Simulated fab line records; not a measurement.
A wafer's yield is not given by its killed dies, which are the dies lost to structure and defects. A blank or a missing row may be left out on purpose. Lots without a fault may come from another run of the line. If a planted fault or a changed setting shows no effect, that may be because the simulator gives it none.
fab line records + flow n5Finfet
[record]
- lots = 4
- wafers = 10
- lastDay = 17
route steps=1938 shown BEOL_M11@1590 BEOL_M12@1602
lots that met no fault: from a run of the same line without faults
startH: the number of hours between the record's first day and the start of the first shown wafer of the lot + waitH: how many hours have passed since the lot's step before this one + " identical to the entry in the row above + L1.1+2: a single row standing in for several wafers + - no value present, or no start provided + * or withheld: withheld + < > ~ a bound
route shown NAME@n: names a module that has steps shown in the file, with the first one's number in the route + usual: mean/standard deviation taken from wafers without a fault + same: alike in all rows + chamber/n: place in a boat + sites: readings site by site + _std_site: standard deviation across them + _edge_site: mean of outer sites minus mean of inner sites + radiusMm: how far each site lies from the wafer's centre + mask NAME#n: copy n + behind: the tool/chamber that last shaped the wafer + hold: why the lot went on hold/how many hours it stayed there/how the hold came to an end + device: the n, p or np transistor that did not switch + end of line: the route-end tests of the same wafers + where a step has no rows: the recipe by itself + killed: count of dies lost to structure and defects at first sort (not the wafer's yield) + map: per-die view of a wafer (x killed, . not killed, _ where there is no die)
set.NAME: the setting as run; set.NAME@STEP: as run at that earlier step + model.NAME: the simulator's own value behind a step, which no gauge read
a table for each step, a row for each wafer; lots at some steps of the route
services: a tool's chamber out of use, with start hour (startH, from the record's first day; less than 0 if before it), hours out, and reason
[[steps]]
[step N5_BEOL_M11_ALD_74]
[recipe]
- material = TaN
- targetThkA = 20
- tempC = 275
- aldPrecursorFamily = PDMAT
- aldCoReactant = NH3
- pressureTorr = 3
- carrierFlowSccm = 1500
- pulseTimeS = 2
- purgeTimeS = 3
- coReactantPurgeTimeS = 2
- coReactantPulseTimeS = 3
- aldCycles = 40
- precursorVesselTempC = 75
- precursorVesselPressureTorr = 26.25
- precursorVesselCarrierSccm = 1000
[step N5_BEOL_M11_SURFACE_TREAT_76]
[recipe]
- gas = Ar
- timeS = *
- ionEnergyEv = *
- ionCurrentMaCm2 = 0.5
- pressureMtorr = *
- arFlowSccm = 30
[step N5_BEOL_M11_CVD_75]
[recipe]
- material = Co
- targetThkA = 20
- tempC = withheld
- precursor = CCTBA/H2
- pressureTorr = 30
- timeS = 138.9
[step N5_BEOL_M11_SPUTTER_48]
[recipe]
- material = Cu
- targetThkA = 120
- tempC = -20
- biasV = 60
- powerW = 26000
- chamberPressurePa = 0.13
- timeS = 2
[step N5_BEOL_M11_ECD_50]
[recipe]
- material = Cu
- targetThkA = 3180
[step N5_BEOL_M11_ANNEAL_51]
[recipe]
- tempC = 225
- timeS = 90
- ambient = N2
[step N5_BEOL_M11_CMP_52]
[recipe]
- stopOn = SiCOH_lowk
- tOverpolishS = 7
- downForcePsi = 1
- platenRpm = 50
- clearingPlatenDownForcePsi = 1.5
- clearingPlatenRpm = 50
- postCmpClean = cuAlkaline
- targetThkNm = 140
- clearingPlatenPadVelocityMS = 0.99484
- padVelocityMS = 0.99484
[step N5_BEOL_M11_PRE_CLEAN_55]
[recipe]
- gas = NH3
- timeS = 15
- tempC = withheld
- rfPowerW = 300
[step N5_BEOL_M11_DEP_56]
[recipe]
- material = SiCN
- targetThkA = 300
- tempC = withheld
- precursor = 3MS/NH3
- pressureTorr = 3
- rfW = 675
- timeS = 10.5
[step N5_BEOL_M12_ILD_DEP_00]
[recipe]
- material = SiOC
- targetThkA = 6589.2
- tempC = 350
- precursor = DEMS/O2
- pressureTorr = 5
- rfW = 500
- timeS = 130.7
[usual]
- heaterPowerW = 472/100
- runLengthS = 175.6/0.53
- showerheadPlenumPTorr = 5.689/0.016
- throttleValvePct = 12.2/1.3
| lot.wafer | tool     | chamber | startH | waitH | heaterPowerW | runLengthS | showerheadPlenumPTorr | throttleValvePct | model.SiOC_of_BEOL_M12_ILD_DEP_00.thkNm |
|-----------|----------|---------|--------|-------|--------------|------------|-----------------------|------------------|-----------------------------------------|
| L343.2    | pecvd-03 | 0       | 276.85 | 0.0   | 464          | 176.1      | 5.693                 | 14.7             | 645                                     |
| L343.3    | "        | 1       | "      | "     | 362          | 175.7      | 5.665                 | 12.4             | 650.4                                   |
| L343.5    | "        | 0       | "      | "     | 501          | 175.7      | 5.680                 | 14.6             | 645.6                                   |
| L346.1    | pecvd-03 | 1       | 291.65 | 0.0   | 430          | 213.4      | 5.667                 | 12.4             | 845.4                                   |
| L346.6    | "        | 1       | "      | "     | 344          | 213.1      | 5.668                 | 12.6             | 850.2                                   |
| L348.1    | pecvd-03 | 1       | 300.10 | 0.0   | 347          | 213.5      | 5.681                 | 12.4             | 841.2                                   |
| L348.2    | "        | 2       | "      | "     | 556          | 175.6      | 5.696                 | 11.0             | 644.8                                   |
| L358.1    | pecvd-01 | 1       | 371.66 | 0.0   | 301          | 176.0      | 5.698                 | 11.9             | 648.8                                   |
| L358.2    | "        | 2       | "      | "     | 372          | 175.2      | 5.684                 | 12.7             | 655.8                                   |
| L358.5    | "        | 2       | "      | "     | 404          | 176.2      | 5.694                 | 12.5             | 661.6                                   |
[step N5_BEOL_M12_THK_MEAS_01]
[recipe]
- reads = SiOC_of_BEOL_M12_ILD_DEP_00
[usual]
- M12_ILD_THK = 655/11
| lot.wafer | tool         | chamber | startH | waitH | M12_ILD_THK[nm] |
|-----------|--------------|---------|--------|-------|-----------------|
| L343.2    | filmMetro-01 | -       | 276.98 | 0.1   | 645             |
| L343.3    | "            | -       | "      | "     | 650             |
| L343.5    | "            | -       | "      | "     | 646             |
| L346.1    | filmMetro-02 | -       | 291.78 | 0.1   | 845             |
| L346.6    | "            | -       | "      | "     | 851             |
| L348.1    | filmMetro-02 | -       | 300.23 | 0.1   | 841             |
| L348.2    | "            | -       | "      | "     | 644             |
| L358.1    | filmMetro-01 | -       | 371.79 | 0.1   | 649             |
| L358.2    | "            | -       | "      | "     | 656             |
| L358.5    | "            | -       | "      | "     | 662             |
[step N5_BEOL_M12_COAT_58]
[recipe]
- resist = BARC
- tempC = 205
- timeS = 60
- spinRpm = 1500
- resistThkNm = 89
[step N5_BEOL_M12_COAT_04]
[recipe]
- spinRpm = 1625
- resistThkNm = 400
[step N5_BEOL_M12_EBR_06]
[recipe]
- solvent = PGMEA
- ebrWidthMm = 1.5
[step N5_BEOL_M12_SOFTBAKE_05]
[recipe]
- tempC = 130
- timeS = 60
[step N5_BEOL_M12_EXPOSE_07]
[recipe]
- maskId = V11
- na = 0.93
- sourceShape = conventional
- sigmaOuter = 0.6
- polarization = unpolarized
- attpsmPhaseDeg = 180
- doseMj = 32.5
[step N5_BEOL_M12_PEB_08]
[recipe]
- pebTempC = 130
- pebTimeS = 90
[step N5_BEOL_M12_DEVELOP_09]
[recipe]
- developTimeS = 45
- rinseLiquid = diw
- dry = airSpin
- devTempC = 21
[step N5_BEOL_M12_HARDBAKE_14]
[recipe]
- tempC = 130
- timeS = 120
[step N5_BEOL_M12_DESCUM_15]
[recipe]
- chemistry = O2
- timeS = 7.9
- sourcePowerW = 50
- biasPowerW = 20
- pressureMtorr = 20
- rfFrequencyHz = 2.712e+07
- tempC = 40
- o2FlowSccm = 225
[step N5_BEOL_M12_ETCH_59]
[recipe]
- chemistry = N2/H2
- target = BARC
- targetDepthA = 890
- overetchA = 267
- timeS = 67.9
- ionEnergyEv = 200
- pressureMtorr = 30
- sourceW = 840
- biasW = 150
- n2FlowSccm = 200
- h2FlowSccm = 200
[step N5_BEOL_M12_VIA_ETCH_16]
[recipe]
- chemistry = C4F8/O2/Ar
- target = SiOC
- pressureMtorr = 30
- sourceW = 3000
- biasW = 700
- Ar_flow_sccm = 400
- C4F8_flow_sccm = 15
- O2_flow_sccm = 8
- heInnerTorr = 15
- heOuterTorr = 30
- targetDepthA = 7248
- timeS = withheld
- ionEnergyEv = 250
- ends = cleared
[usual]
- drypumpMotorCurrentA = 5.8/0.46
- oesProductAu = 0.71/0.094
- rfVppV = 665.1/2.9
- showerheadPlenumPTorr = 3.41/0.1
- throttleValvePct = 24.27/0.27
| lot.wafer | tool       | chamber | startH | waitH | drypumpMotorCurrentA | oesProductAu | rfVppV | showerheadPlenumPTorr | throttleValvePct | model.etch.depthNm | model.coat_of_BEOL_M12_COAT_04.thkNm |
|-----------|------------|---------|--------|-------|----------------------|--------------|--------|-----------------------|------------------|--------------------|--------------------------------------|
| L343.2    | rieDiel-01 | 2       | 277.67 | 0.0   | 5.7                  | 0.66         | 667.9  | 3.49                  | 24.57            | 644.9              | 126.8                                |
| L343.3    | "          | 0       | "      | "     | 6.3                  | 0.84         | 671.1  | 3.65                  | 24.53            | 650.4              | 121.6                                |
| L343.5    | "          | 0       | "      | "     | 6.3                  | 0.85         | 671.2  | 3.65                  | 24.52            | 645.5              | 123.6                                |
| L346.1    | rieDiel-05 | 3       | 292.54 | 0.0   | 5.6                  | 0.86         | 668.0  | 3.50                  | 23.87            | 845.3              | 69.4                                 |
| L346.6    | "          | 2       | "      | "     | 5.8                  | 0.64         | 664.0  | 3.36                  | 24.20            | 850.1              | 65.2                                 |
| L348.1    | rieDiel-02 | 2       | 300.73 | 0.0   | 5.7                  | 0.70         | 665.3  | 3.45                  | 24.41            | 841.2              | 72.2                                 |
| L348.2    | "          | 0       | "      | "     | 5.3                  | 0.62         | 664.0  | 3.37                  | 24.60            | 644.7              | 127.6                                |
| L358.1    | rieDiel-05 | 3       | 372.79 | 0.0   | 5.6                  | 0.78         | 667.2  | 3.48                  | 23.90            | 648.7              | 126.8                                |
| L358.2    | "          | 2       | "      | "     | 5.9                  | 0.89         | 663.7  | 3.35                  | 23.92            | 655.9              | 120.6                                |
| L358.5    | "          | 3       | "      | "     | 5.6                  | 0.78         | 666.9  | 3.48                  | 23.90            | 661.6              | 122.8                                |
[step N5_BEOL_M12_STRIP_63]
[recipe]
- chemistry = N2/H2
- powerW = 1000
- tempC = 250
- h2Frac = 0.65
- overashFraction = 0.3
- pressureMtorr = 1000
- n2FlowSccm = 1750
- h2FlowSccm = 3250
[usual]
- drypumpMotorCurrentA = 6.19/0.26
- heaterPowerW = 313/21
- oesProductAu = 0.694/0.0045
- stripTimeToEndpointS = 42.9/0.99
| lot.wafer | tool           | chamber | startH | waitH | drypumpMotorCurrentA | heaterPowerW | oesProductAu | rfHoursCounterH | stripTimeToEndpointS |
|-----------|----------------|---------|--------|-------|----------------------|--------------|--------------|-----------------|----------------------|
| L343.2    | plasmaAsher-01 | 0       | 277.87 | -     | 6.54                 | 300          | 0.695        | 79              | 43.5                 |
| L343.3    | "              | 0       | "      | "     | 6.52                 | 295          | 0.688        | -               | 42.1                 |
| L343.5    | "              | 1       | "      | "     | 6.50                 | 316          | 0.694        | -               | 42.7                 |
| L346.1    | plasmaAsher-02 | 0       | 292.74 | -     | 6.03                 | 340          | 0.680        | 131             | 27.5                 |
| L346.6    | "              | 1       | "      | "     | 5.95                 | 286          | 0.667        | -               | 26.3                 |
| L348.1    | plasmaAsher-02 | 0       | 300.97 | -     | 5.96                 | 345          | 0.667        | 133             | 28.3                 |
| L348.2    | "              | 1       | "      | "     | 5.93                 | 290          | 0.688        | 133             | 43.7                 |
| L358.1    | plasmaAsher-01 | 0       | 372.99 | -     | 6.51                 | 301          | 0.698        | 99              | 43.5                 |
| L358.2    | "              | 1       | "      | "     | 6.50                 | 318          | 0.696        | 99              | 41.9                 |
| L358.5    | "              | 0       | "      | "     | 6.52                 | 289          | 0.686        | -               | 42.5                 |
[step N5_BEOL_M12_STRIP_64]
[recipe]
- chemistry = N2/H2
- powerW = 1000
- tempC = 250
- h2Frac = 0.65
- overashFraction = 0.3
- pressureMtorr = withheld
- n2FlowSccm = 1750
- h2FlowSccm = 3250
[step N5_BEOL_M12_STRIP_71]
[recipe]
- chemistry = postEtchResidueRemover
- timeS = 60
- tempC = 25
- removerPh = withheld
- removerWaterWtPct = withheld
- removerFluorideWtPct = withheld
[step N5_BEOL_M12_SRD_72]
[recipe]
- timeS = 30
- tempC = 23
- rinseLiquid = diw
- dry = n2Spin
- spinRpm = 1500
- dryTimeS = 30
[step N5_BEOL_M12_COAT_65]
[recipe]
- resist = SOC
- tempC = 250
- timeS = 60
- spinRpm = 1500
- resistThkNm = 300
[step N5_BEOL_M12_COAT_66]
[recipe]
- resist = SiARC
- tempC = 220
- timeS = 60
- spinRpm = 1500
- resistThkNm = 110
[step N5_BEOL_M12_COAT_22]
[recipe]
- spinRpm = 2888
- resistThkNm = 300
[step N5_BEOL_M12_EBR_24]
[recipe]
- solvent = PGMEA
- ebrWidthMm = 1.5
[step N5_BEOL_M12_SOFTBAKE_23]
[recipe]
- tempC = 130
- timeS = 60
[step N5_BEOL_M12_EXPOSE_25]
[recipe]
- maskId = M12
- na = 0.93
- sourceShape = conventional
- sigmaOuter = 0.4
- polarization = unpolarized
- doseMj = 21.8
[step N5_BEOL_M12_PEB_26]
[recipe]
- pebTempC = 130
- pebTimeS = 90
[step N5_BEOL_M12_DEVELOP_27]
[recipe]
- developTimeS = 45
- rinseLiquid = diw
- dry = airSpin
- devTempC = 21
[step N5_BEOL_M12_HARDBAKE_32]
[recipe]
- tempC = 130
- timeS = 120
[step N5_BEOL_M12_CMP_49]
[recipe]
- stopOn = SiOC
- tOverpolishS = 20.6
- downForcePsi = 1
- platenRpm = 50
- clearingPlatenDownForcePsi = 1.5
- clearingPlatenRpm = 50
- postCmpClean = cuAlkaline
- targetThkNm = 320
- clearingPlatenPadVelocityMS = 0.99484
- padVelocityMS = 0.99484
[usual]
- motorCurrentA = 5.7/0.8
| lot.wafer | tool   | chamber | startH | waitH | motorCurrentA | model.SiOC_of_BEOL_M12_ILD_DEP_00.thkNm |
|-----------|--------|---------|--------|-------|---------------|-----------------------------------------|
| L343.3    | cmp-01 | 1       | 283.53 | 0.2   | 6.6           | 592.2                                   |
| L343.2    | "      | 2       | "      | "     | 4.7           | 588.2                                   |
| L343.5    | "      | 1       | "      | "     | 6.6           | 587.2                                   |
| L346.1    | cmp-01 | 3       | 300.01 | 0.3   | 5.1           | 785.6                                   |
| L346.6    | "      | 2       | "      | "     | 4.8           | 791.2                                   |
| L348.1    | cmp-04 | 1       | 305.80 | 0.3   | 4.7           | 784                                     |
| L348.2    | "      | 2       | "      | "     | 5.9           | 585                                     |
| L358.1    | cmp-01 | 2       | 378.16 | 0.3   | 4.7           | 589.2                                   |
| L358.2    | "      | 0       | "      | "     | 6.2           | 595                                     |
| L358.5    | "      | 1       | "      | "     | 6.7           | 600.8                                   |
[[services]]
| tool           | chamber | startH | hours | kind                        |
|----------------|---------|--------|-------|-----------------------------|
| pecvd-01       | -       | 259.73 | 2.9   | repair                      |
| cmp-01         | -       | 260.80 | 0.8   | repair                      |
| rieDiel-05     | -       | 266.00 | 4.0   | pm                          |
| cmp-04         | -       | 269.35 | 4.0   | pm                          |
| cmp-04         | -       | 284.46 | 6.0   | pm                          |
| rieDiel-05     | 1       | 297.00 | -     | clean                       |
| rieDiel-05     | 1       | 297.00 | -     | consumableReplace:focusRing |
| rieDiel-05     | 1       | 297.00 | 35.3  | scheduledDown               |
| rieDiel-05     | 1       | 297.00 | 35.3  | ventCycle                   |
| pecvd-03       | 1       | 300.78 | 2.8   | repair                      |
| pecvd-01       | 2       | 306.56 | 5.5   | scheduledDown               |
| plasmaAsher-02 | -       | 309.52 | 2.3   | repair                      |
| rieDiel-05     | 0       | 319.99 | 7.4   | repair                      |
| pecvd-03       | 1       | 322.46 | 12.9  | repair                      |
| cmp-04         | -       | 330.87 | 1.7   | repair                      |
| rieDiel-05     | 2       | 332.38 | -     | clean                       |
| rieDiel-05     | 2       | 332.38 | -     | consumableReplace:focusRing |
| rieDiel-05     | 2       | 332.38 | 17.7  | scheduledDown               |
| rieDiel-05     | 2       | 332.38 | 17.7  | ventCycle                   |
| rieDiel-01     | 2       | 350.29 | 6.7   | repair                      |
| plasmaAsher-02 | -       | 356.90 | 1.6   | repair                      |
| rieDiel-02     | 1       | 363.22 | 4.6   | repair                      |
| cmp-01         | -       | 368.83 | 2.7   | repair                      |
| cmp-04         | -       | 376.54 | 3.9   | repair                      |
[[key]]
[firstSign]
- step = N5_BEOL_M12_ILD_DEP_00
- reading = runLengthS
- direction = up
- sigmas = 71
- usual = *
- struck = *
[effect]
- step = N5_BEOL_M12_THK_MEAS_01
- reading = M12_ILD_THK
- direction = up
- sigmas = 18
- usual = 655
- struck = 846
[effect]
- step = N5_BEOL_M12_STRIP_63
- reading = stripTimeToEndpointS
- direction = down
- sigmas = 16
- usual = *
- struck = *
[modelEffect]
- step = N5_BEOL_M12_ILD_DEP_00
- value = SiOC_of_BEOL_M12_ILD_DEP_00.thkNm
- without = 658.3
- struck = 845.6
[modelEffect]
- step = N5_BEOL_M12_VIA_ETCH_16
- value = etch.depthNm
- without = 658.2
- struck = 845.5
[modelEffect]
- step = N5_BEOL_M12_CMP_49
- value = SiOC_of_BEOL_M12_ILD_DEP_00.thkNm
- without = 599.7
- struck = 786.9
metAt N5_BEOL_M12_ILD_DEP_00
struckWafers L346.1,L346.6,L348.1
onsetBetween 276.85 291.65
[fault]
- kind = processParameterDrift
- tool = pecvd-03
- chamber = -
- onsetH = 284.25
- steps = N5_BEOL_M12_ILD_DEP_00
- channel = timeS
- offset = *
- shape = step
- endH = 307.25
- scope = struckWafersOnly
- actsIn = *
- stated = *
